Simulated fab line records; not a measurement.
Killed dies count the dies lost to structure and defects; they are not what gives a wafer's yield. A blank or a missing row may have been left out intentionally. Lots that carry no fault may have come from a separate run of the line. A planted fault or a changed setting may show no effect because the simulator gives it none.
Matching of chambers | flow nand_harc | 3 sister chambers for NHARC_A_M1_DEP_33 on pecvd-04
The step deposits SiCN, target thk 30 nm. 6 wafers are shown with their chamber, then 10 later ones without.

EACH WAFER AND ITS CHAMBER
wafer  | chamber | heater_power_w (W)
L088.3 | 0       | 624
L088.6 | 1       | 500
L086.3 | 0       | 559
L086.5 | 1       | 447
L089.3 | 2       | 553
L089.5 | 2       | 557

WAFERS WITH NO CHAMBER GIVEN
wafer  | heater_power_w (W)
L089.6 | 485
L085.1 | 537
L085.2 | 601
L085.3 | 514
L093.1 | 495
L093.3 | 634
L093.5 | 455
L092.3 | 609
L092.5 | 510
L092.6 | 615

EACH ONE'S CHAMBER
wafer  | from the rows above          | in truth
L089.6 | can't be placed: 1 or 2      | 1
L085.1 | can't be placed: 2 or 0 or 1 | 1
L085.2 | can't be placed: 0 or 2      | 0
L085.3 | can't be placed: 1 or 2 or 0 | 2
L093.1 | can't be placed: 1 or 2      | 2
L093.3 | can't be placed: 0 or 2      | 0
L093.5 | 1                            | 1
L092.3 | can't be placed: 0 or 2      | 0
L092.5 | can't be placed: 1 or 2 or 0 | 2
L092.6 | can't be placed: 0 or 2      | 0
Placed correctly: 1 of 10. Cannot be placed on the basis of these rows: 9; the candidates contain the true chamber in 9. 0 placed wrongly.
How it was worked out, from the rows above alone: a wafer's distance from a chamber is the root of the sum, over the readings, of the square of ((its reading less the chamber's mean) divided by the reading's scatter). The wafer belongs to the nearest chamber; if the next one is less than 2 further off, it can't be placed. The mean given for a chamber averages the wafers shown for that chamber. How the scatter is found: for the shown wafers, subtract from each reading the mean of its chamber, square and add these, divide the total by (wafers less chambers), then take the root.
